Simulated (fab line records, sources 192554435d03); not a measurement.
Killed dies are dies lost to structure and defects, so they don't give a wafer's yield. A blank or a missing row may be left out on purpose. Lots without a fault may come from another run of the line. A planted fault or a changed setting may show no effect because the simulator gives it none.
Chamber matching | flow n5_finfet | N5_MIM_TOP_ALD_00 on ald_hk-03: 4 sister chambers
The step deposits Al2O3, purge time 3 s, co reactant pulse time 3 s. 8 wafers are shown with their chamber, then 12 later ones without.

WAFERS WITH THEIR CHAMBER
wafer  | chamber | precursor_pulse_height_rel
L090.4 | 1       | 0.981
L090.5 | 0       | 1.020
L089.1 | 3       | 1.022
L089.2 | 0       | 1.006
L089.4 | 2       | 0.998
L095.1 | 1       | 1.030
L095.2 | 2       | 0.952
L095.3 | 3       | 1.018

WAFERS WITHOUT THEIR CHAMBER
wafer  | precursor_pulse_height_rel
L095.4 | 1.007
L095.5 | 1.000
L095.6 | 1.011
L093.1 | 1.050
L093.4 | 1.026
L093.6 | 0.974
L097.1 | 0.994
L097.2 | 1.010
L097.4 | 1.007
L096.1 | 1.004
L096.3 | 0.959
L096.6 | 1.042

WHICH CHAMBER EACH WENT THROUGH
wafer  | from the rows above               | in truth
L095.4 | can't be placed: 1 or 0 or 3 or 2 | 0
L095.5 | can't be placed: 1 or 0 or 3 or 2 | 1
L095.6 | can't be placed: 0 or 1 or 3 or 2 | 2
L093.1 | can't be placed: 3 or 0 or 1 or 2 | 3
L093.4 | can't be placed: 3 or 0 or 1 or 2 | 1
L093.6 | can't be placed: 2 or 1 or 0 or 3 | 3
L097.1 | can't be placed: 1 or 0 or 2 or 3 | 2
L097.2 | can't be placed: 0 or 1 or 3 or 2 | 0
L097.4 | can't be placed: 1 or 0 or 3 or 2 | 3
L096.1 | can't be placed: 1 or 0 or 3 or 2 | 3
L096.3 | can't be placed: 2 or 1 or 0 or 3 | 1
L096.6 | can't be placed: 3 or 0 or 1 or 2 | 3
Placed correctly: 0 of 12. Can't be placed from these rows: 12 (the true chamber is among the candidates in 12). Placed wrongly: 0.
How it was worked out, from the rows above alone: a wafer's distance from a chamber is the root of the sum, over the readings, of the square of ((its reading less the chamber's mean) divided by the reading's scatter). The wafer belongs to the nearest chamber; if the next one is less than 2 further off, it can't be placed. A chamber's mean is the mean of its shown wafers. The scatter: the root of (the sum of the squares of (reading less its chamber's mean) over the shown wafers, divided by (wafers less chambers)).
